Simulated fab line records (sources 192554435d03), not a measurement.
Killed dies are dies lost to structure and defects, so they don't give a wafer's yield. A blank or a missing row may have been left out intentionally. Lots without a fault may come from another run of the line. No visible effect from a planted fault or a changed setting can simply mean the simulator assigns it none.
fab line records + flow n5Finfet
record:
- lots: 11
- wafers: 33
- lastDay: 17
route steps=1938 shown BEOL_M14@1768 BEOL_M15@1785 PASSIVATION@1936
lots that met no fault: from a run of the same line without faults
startH: hours from the record's first day to the start of the lot's first wafer shown + waitH: hours elapsed since this lot's preceding step + " identical to the entry in the row above + L1.1+2: a single row standing in for several wafers + - either no value or no given start + * or withheld: withheld + < > ~ a bound
route shown NAME@n: a module of which the file shows steps, and the number in the route of the first + usual: the fault-free wafers' mean and standard deviation + same: alike in all rows + chamber/n: place in a boat + sites: per-site readings + _std_site: how widely they spread, as a standard deviation + _edge_site: mean of outer sites minus mean of inner sites + radiusMm: how far each site lies from the wafer's centre + mask NAME#n: copy n + behind: the tool/chamber that last shaped the wafer + hold: the reason the lot was held/the length of the hold in hours/how it ended + device: transistor that didn't switch, given as n, p or np + end of line: at the end of the route, the tests of the same wafers + a step with no rows: only its recipe + killed: dies lost to structure and defects at the first sort, not the wafer's yield + map: per-die view of a wafer (x killed, . not killed, _ where there is no die)
set.NAME: the setting the step ran with; set.NAME@STEP: the setting that earlier step ran with + model.NAME: the simulator's own value behind a step, which no gauge read
a sample of lots followed through the steps of the route, with each step as a table and each wafer as a row
services: a tool's chamber out of use, with start hour (startH, from the record's first day; less than 0 if before it), hours out, and reason
== steps ==
step: N5_BEOL_M14_THK_MEAS_50
recipe:
- thkMeasGauge: xrf
- reads: Cu_of_BEOL_M14_ECD_47
usual:
- M14_THK: 570/17
| lot.wafer | tool         | chamber | startH | waitH | M14_THK[nm] |
|-----------|--------------|---------|--------|-------|-------------|
| L867.1    | filmMetro-02 | -       | 251.18 | -     | 554         |
| L867.4    | "            | -       | "      | "     | 583         |
| L867.6    | "            | -       | "      | "     | 564         |
| L866.1    | filmMetro-01 | -       | 251.22 | -     | 558         |
| L866.3    | "            | -       | "      | "     | 567         |
| L866.5    | "            | -       | "      | "     | 557         |
| L870.1    | filmMetro-02 | -       | 261.02 | -     | 551         |
| L870.2    | "            | -       | "      | "     | 583         |
| L870.5    | "            | -       | "      | "     | 579         |
| L869.1    | filmMetro-02 | -       | 264.77 | -     | 555         |
| L869.2    | "            | -       | "      | "     | 572         |
| L869.4    | "            | -       | "      | "     | 569         |
| L872.2    | filmMetro-01 | -       | 278.94 | -     | 558         |
| L872.4    | "            | -       | "      | "     | 559         |
| L872.5    | "            | -       | "      | "     | 561         |
| L875.2    | filmMetro-02 | -       | 307.95 | -     | 545         |
| L875.5    | "            | -       | "      | "     | 582         |
| L875.6    | "            | -       | "      | "     | 556         |
| L879.1    | filmMetro-01 | -       | 332.70 | -     | 554         |
| L879.2    | "            | -       | "      | "     | 590         |
| L879.4    | "            | -       | "      | "     | 571         |
| L882.3    | filmMetro-02 | -       | 344.66 | -     | 612         |
| L882.4    | "            | -       | "      | "     | 560         |
| L882.6    | "            | -       | "      | "     | 559         |
| L883.1    | filmMetro-01 | -       | 354.77 | -     | 579         |
| L883.2    | "            | -       | "      | "     | 567         |
| L883.5    | "            | -       | "      | "     | 591         |
| L886.1    | filmMetro-02 | -       | 376.09 | -     | 565         |
| L886.4    | "            | -       | "      | "     | 585         |
| L886.5    | "            | -       | "      | "     | 610         |
| L888.1    | filmMetro-02 | -       | 383.78 | -     | 539         |
| L888.3    | "            | -       | "      | "     | 572         |
| L888.5    | "            | -       | "      | "     | 542         |
step: N5_BEOL_M15_INSPECT_12
recipe:
- mode: adi
- inspectInstrument: macro
usual:
- rawDefectCount: 2.1/1.4
| lot.wafer | tool             | chamber | startH | waitH | rawDefectCount |
|-----------|------------------|---------|--------|-------|----------------|
| L867.1    | defectInspect-01 | -       | 252.10 | 0.0   | 3              |
| L867.4    | "                | -       | "      | "     | 4              |
| L867.6    | "                | -       | "      | "     | 0              |
| L866.1    | defectInspect-01 | -       | 252.27 | 0.0   | 2              |
| L866.3    | "                | -       | "      | "     | 3              |
| L866.5    | "                | -       | "      | "     | 2              |
| L870.1    | defectInspect-01 | -       | 261.82 | 0.0   | 2              |
| L870.2    | "                | -       | "      | "     | 1              |
| L870.5    | "                | -       | "      | "     | 3              |
| L869.1    | defectInspect-01 | -       | 265.71 | 0.0   | 3              |
| L869.2    | "                | -       | "      | "     | 3              |
| L869.4    | "                | -       | "      | "     | 1              |
| L872.2    | defectInspect-02 | -       | 279.79 | 0.0   | 3              |
| L872.4    | "                | -       | "      | "     | 5              |
| L872.5    | "                | -       | "      | "     | 0              |
| L875.2    | defectInspect-01 | -       | 308.85 | 0.0   | 4              |
| L875.5    | "                | -       | "      | "     | 2              |
| L875.6    | "                | -       | "      | "     | 1              |
| L879.1    | defectInspect-01 | -       | 333.63 | 0.0   | 2              |
| L879.2    | "                | -       | "      | "     | 1              |
| L879.4    | "                | -       | "      | "     | 2              |
| L882.3    | defectInspect-02 | -       | 345.59 | 0.0   | 1              |
| L882.4    | "                | -       | "      | "     | 3              |
| L882.6    | "                | -       | "      | "     | 1              |
| L883.1    | defectInspect-01 | -       | 355.69 | 0.0   | 3              |
| L883.2    | "                | -       | "      | "     | 1              |
| L883.5    | "                | -       | "      | "     | 2              |
| L886.1    | defectInspect-01 | -       | 377.02 | 0.0   | 2              |
| L886.4    | "                | -       | "      | "     | 1              |
| L886.5    | "                | -       | "      | "     | 1              |
| L888.1    | defectInspect-01 | -       | 384.70 | 0.0   | 1              |
| L888.3    | "                | -       | "      | "     | 2              |
| L888.5    | "                | -       | "      | "     | 0              |
step: N5_BEOL_M15_COAT_56
recipe:
- resist: SOC
- tempC: 250
- timeS: 60
- spinRpm: 1500
- resistThkNm: 550
usual:
- heaterPowerTotalW: 500.4/1.8
- plateTempC: 250.00/0.19
| lot.wafer | tool          | chamber | startH | waitH | heaterPowerTotalW | plateTempC |
|-----------|---------------|---------|--------|-------|-------------------|------------|
| L867.1    | lithoTrack-04 | 0       | 252.67 | 0.0   | 502.3             | 249.88     |
| L867.4    | "             | 0       | "      | "     | 498.3             | 249.99     |
| L867.6    | "             | 0       | "      | "     | 502.8             | 250.22     |
| L866.1    | lithoTrack-03 | 0       | 252.93 | 0.0   | 501.6             | 250.21     |
| L866.3    | "             | 0       | "      | "     | 500.7             | 250.05     |
| L866.5    | "             | 0       | "      | "     | 498.9             | 249.82     |
| L870.1    | lithoTrack-04 | 0       | 262.39 | 0.0   | 502.5             | 249.89     |
| L870.2    | "             | 0       | "      | "     | 498.8             | 250.16     |
| L870.5    | "             | 0       | "      | "     | 501.6             | 249.81     |
| L869.1    | lithoTrack-03 | 0       | 267.25 | 0.0   | 498.9             | 249.98     |
| L869.2    | "             | 0       | "      | "     | 503.1             | 249.80     |
| L869.4    | "             | 0       | "      | "     | 498.7             | 250.07     |
| L872.2    | lithoTrack-02 | 0       | 280.36 | 0.0   | 501.7             | 250.12     |
| L872.4    | "             | 0       | "      | "     | 497.5             | 250.07     |
| L872.5    | "             | 0       | "      | "     | 498.4             | 250.13     |
| L875.2    | lithoTrack-03 | 0       | 309.43 | 0.0   | 436.1             | 223.84     |
| L875.5    | "             | 0       | "      | "     | 433.7             | 223.69     |
| L875.6    | "             | 0       | "      | "     | 433.7             | 224.04     |
| L879.1    | lithoTrack-03 | 0       | 334.20 | 0.0   | 434.1             | 224.14     |
| L879.2    | "             | 0       | "      | "     | 439.6             | 223.91     |
| L879.4    | "             | 0       | "      | "     | 437.1             | 223.86     |
| L882.3    | lithoTrack-04 | 0       | 346.24 | 0.0   | 501.1             | 250.19     |
| L882.4    | "             | 0       | "      | "     | 499.4             | 250.06     |
| L882.6    | "             | 0       | "      | "     | 502.5             | 250.06     |
| L883.1    | lithoTrack-04 | 0       | 356.26 | 0.0   | 498.7             | 249.95     |
| L883.2    | "             | 0       | "      | "     | 503.3             | 250.09     |
| L883.5    | "             | 0       | "      | "     | 502.2             | 249.84     |
| L886.1    | lithoTrack-02 | 0       | 377.58 | 0.0   | 501.6             | 250.13     |
| L886.4    | "             | 0       | "      | "     | 501.7             | 250.26     |
| L886.5    | "             | 0       | "      | "     | 502.6             | 250.09     |
| L888.1    | lithoTrack-04 | 0       | 385.27 | 0.0   | 502.6             | 249.93     |
| L888.3    | "             | 0       | "      | "     | 498.6             | 250.26     |
| L888.5    | "             | 0       | "      | "     | 497.5             | 249.76     |
step: N5_BEOL_M15_DESCUM_33
recipe:
- chemistry: O2
- timeS: 7.9
- sourcePowerW: 50
- biasPowerW: 20
- pressureMtorr: 20
- rfFrequencyHz: 2.712e+07
- tempC: 40
- o2FlowSccm: 225
usual:
- drypumpMotorCurrentA: 5.8/0.39
- oesProductAu: 0.76/0.09
- rfVppV: 242.7/1.2
- showerheadPlenumPTorr: 2.08/0.059
- throttleValvePct: 20.5/0.31
| lot.wafer | tool       | chamber | startH | waitH | drypumpMotorCurrentA | oesProductAu | rfHoursCounterH | rfVppV | showerheadPlenumPTorr | throttleValvePct |
|-----------|------------|---------|--------|-------|----------------------|--------------|-----------------|--------|-----------------------|------------------|
| L867.1    | rieDiel-04 | 1       | 253.60 | 0.0   | 5.2                  | 0.84         | 60              | 243.5  | 2.13                  | 20.5             |
| L867.4    | "          | 0       | "      | "     | 5.2                  | 0.70         | 217             | 240.5  | 1.97                  | 20.5             |
| L867.6    | "          | 2       | "      | "     | 6.2                  | 0.72         | -               | 241.7  | 2.08                  | 20.7             |
| L866.1    | rieDiel-05 | 2       | 254.02 | 0.0   | 5.3                  | 0.70         | 208             | 243.5  | 2.16                  | 20.3             |
| L866.3    | "          | 3       | "      | "     | 6.1                  | 0.76         | 121             | 242.9  | 2.03                  | 20.5             |
| L866.5    | "          | 3       | "      | "     | 6.1                  | 0.76         | -               | 241.4  | 2.03                  | 20.5             |
| L870.1    | rieDiel-02 | 0       | 263.77 | 0.4   | 5.8                  | 0.71         | 232             | 242.2  | 2.07                  | 20.7             |
| L870.2    | "          | 3       | "      | "     | 5.8                  | 0.69         | 248             | 241.9  | 2.05                  | 20.2             |
| L870.5    | "          | 3       | "      | "     | 5.8                  | 0.70         | -               | 243.4  | 2.05                  | 20.2             |
| L869.1    | rieDiel-02 | 2       | 268.33 | 0.1   | 6.3                  | 0.70         | 196             | 244.4  | 2.17                  | 20.6             |
| L869.2    | "          | 0       | "      | "     | 5.7                  | 0.71         | 234             | 243.0  | 2.07                  | 20.7             |
| L869.4    | "          | 2       | "      | "     | 6.3                  | 0.71         | -               | 242.4  | 2.17                  | 20.6             |
| L872.2    | rieDiel-05 | 0       | 281.58 | 0.0   | 6.1                  | 0.80         | 99              | 242.9  | 2.11                  | 20.6             |
| L872.4    | "          | 3       | "      | "     | 6.1                  | 0.76         | -               | 241.8  | 2.03                  | 20.5             |
| L872.5    | "          | 2       | "      | "     | 5.3                  | 0.69         | -               | 244.4  | 2.16                  | 20.4             |
| L875.2    | rieDiel-05 | 0       | 310.51 | 0.0   | 6.1                  | 0.78         | 110             | 244.2  | 2.10                  | 20.6             |
| L875.5    | "          | 0       | "      | "     | 6.1                  | 0.77         | -               | 242.2  | 2.10                  | 20.6             |
| L875.6    | "          | 3       | "      | "     | 6.1                  | 0.75         | -               | 242.8  | 2.02                  | 20.5             |
| L879.1    | rieDiel-04 | 1       | 335.12 | 0.0   | 5.2                  | 0.83         | 80              | 243.2  | 2.12                  | 20.5             |
| L879.2    | "          | 3       | "      | "     | 5.3                  | 0.90         | 32              | 241.7  | 2.06                  | 19.9             |
| L879.4    | "          | 0       | "      | "     | 5.2                  | 0.68         | 235             | 241.2  | 1.97                  | 20.5             |
| L882.3    | rieDiel-02 | 0       | 347.46 | 0.0   | 5.8                  | 0.70         | 257             | 242.0  | 2.06                  | 20.7             |
| L882.4    | "          | 2       | "      | "     | 6.3                  | 0.68         | -               | 243.4  | 2.16                  | 20.7             |
| L882.6    | "          | 1       | "      | "     | 6.0                  | 0.72         | -               | 241.3  | 2.01                  | 20.9             |
| L883.1    | rieDiel-02 | 0       | 357.38 | 0.0   | 5.8                  | 0.70         | 261             | 244.0  | 2.06                  | 20.7             |
| L883.2    | "          | 2       | "      | "     | 6.3                  | 0.68         | 230             | 245.0  | 2.16                  | 20.7             |
| L883.5    | "          | 3       | "      | "     | 5.9                  | 0.94         | -               | 242.4  | 2.05                  | 19.9             |
| L886.1    | rieDiel-04 | 2       | 378.64 | 0.0   | 6.2                  | 0.70         | 215             | 242.5  | 2.07                  | 20.7             |
| L886.4    | "          | 1       | "      | "     | 5.2                  | 0.81         | 92              | 243.9  | 2.12                  | 20.5             |
| L886.5    | "          | 3       | "      | "     | 5.3                  | 0.88         | -               | 242.0  | 2.06                  | 20.0             |
| L888.1    | rieDiel-05 | 0       | 386.63 | 0.3   | 6.1                  | 0.76         | 134             | 242.2  | 2.10                  | 20.7             |
| L888.3    | "          | 3       | "      | "     | 6.1                  | 0.72         | 166             | 241.7  | 2.01                  | 20.6             |
| L888.5    | "          | 0       | "      | "     | 6.1                  | 0.77         | -               | 244.2  | 2.09                  | 20.7             |
step: N5_PASSIVATION_PROBE_49
usual:
- defectLimitedYield: 91.3/1.5
- killed_at_M0_to_M3: 34/9.4
- killed_at_M4_up: 13/5.3
- killedAtContacts: 13/5.7
- killedAtFrontEnd: 40/10
- killedAtOther: 3.7/2.8
- killedDies: 103/17
- killedOpen: 67/13
- killedShort: 35/8.5
- sort_bin_4_leakage: 0.00/0.016
- sort_bin_5_function: 5.0/0.98
- sort_bin_6_memory: 3.3/0.7
- sortNPass: 1077/17
- sortYieldPct: 91.3/1.5
same:
- grossDies: 1180
- killedAtBackSide: 0
- sort_bin_8_speed[%]: 0
| lot.wafer | tool      | chamber | startH | waitH | defectLimitedYield[%] | killed_at_M0_to_M3 | killed_at_M4_up | killedAtContacts | killedAtFrontEnd | killedAtOther | killedDies | killedOpen | killedShort | sort_bin_4_leakage[%] | sort_bin_5_function[%] | sort_bin_6_memory[%] | sortNPass | sortYieldPct[%] |
|-----------|-----------|---------|--------|-------|-----------------------|--------------------|-----------------|------------------|------------------|---------------|------------|------------|-------------|-----------------------|------------------------|----------------------|-----------|-----------------|
| L879.4    | prober-02 | -       | 353.32 | 0.2   | 92.6                  | 31                 | 11              | 13               | 32               | 0             | 87         | 45         | 41          | 0                     | 3.9                    | 3.3                  | 1093      | 92.6            |
killed by level:class
L879.4 MOL_CONTACT_COAG:geometricParticle:open=9 FIN_SAQP:geometricParticle:short=8 FIN_SAQP:geometricParticle:open=7 BEOL_M0_SAQP:geometricParticle:short=7 BEOL_M1:geometricParticle:open=6 MOL_CONTACT_COAG:geometricParticle:short=4 BEOL_M0_SAQP:geometricParticle:open=4 BEOL_M2:geometricParticle:short=4
== services ==
| tool          | chamber | startH | hours | kind                        |
|---------------|---------|--------|-------|-----------------------------|
| rieDiel-04    | 1       | 229.69 | 7.4   | repair                      |
| rieDiel-05    | 3       | 265.18 | 6.2   | repair                      |
| rieDiel-02    | 3       | 267.81 | -     | clean                       |
| rieDiel-02    | 3       | 267.81 | -     | consumableReplace:focusRing |
| rieDiel-02    | 3       | 267.81 | 36.6  | scheduledDown               |
| rieDiel-02    | 3       | 267.81 | 36.6  | ventCycle                   |
| rieDiel-05    | 1       | 271.34 | -     | clean                       |
| rieDiel-05    | 1       | 271.34 | -     | consumableReplace:focusRing |
| rieDiel-05    | 1       | 271.34 | 21.2  | scheduledDown               |
| rieDiel-05    | 1       | 271.34 | 21.2  | ventCycle                   |
| rieDiel-04    | -       | 273.42 | 14.6  | pm                          |
| rieDiel-02    | 0       | 279.54 | 8.0   | repair                      |
| rieDiel-02    | 0       | 289.38 | 4.3   | repair                      |
| rieDiel-02    | 0       | 316.61 | 4.1   | repair                      |
| rieDiel-02    | 2       | 319.89 | 2.5   | repair                      |
| rieDiel-02    | 3       | 323.57 | 29.4  | repair                      |
| rieDiel-02    | 1       | 326.74 | 3.5   | repair                      |
| rieDiel-04    | 0       | 356.87 | 1.3   | repair                      |
| rieDiel-02    | 0       | 364.04 | 1.5   | repair                      |
| rieDiel-05    | 2       | 372.19 | -     | clean                       |
| rieDiel-05    | 2       | 372.19 | -     | consumableReplace:focusRing |
| rieDiel-05    | 2       | 372.19 | 17.0  | scheduledDown               |
| rieDiel-02    | 0       | 375.58 | 11.8  | repair                      |
| lithoTrack-04 | -       | 385.89 | -     | consumableReplace:filter    |
== key ==
firstSign:
- step: N5_BEOL_M15_COAT_56
- reading: plateTempC
- direction: down
- sigmas: 99+
- usual: *
- struck: *
effect:
- step: N5_BEOL_M15_COAT_56
- reading: heaterPowerTotalW
- direction: down
- sigmas: 36
- usual: *
- struck: *
metAt N5_BEOL_M15_COAT_56
struckLots L875,L879
notActingAt N5_BEOL_M14_THK_MEAS_50,N5_BEOL_M15_INSPECT_12,N5_BEOL_M15_DESCUM_33
onsetBetween 267.25 309.43
fault:
- kind: processParameterDrift
- tool: lithoTrack-03
- chamber: -
- onsetH: 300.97
- steps: N5_BEOL_M15_COAT_56
- channel: tempC
- offset: *
- shape: step
- endH: 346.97
- actsIn: *
- stated: *
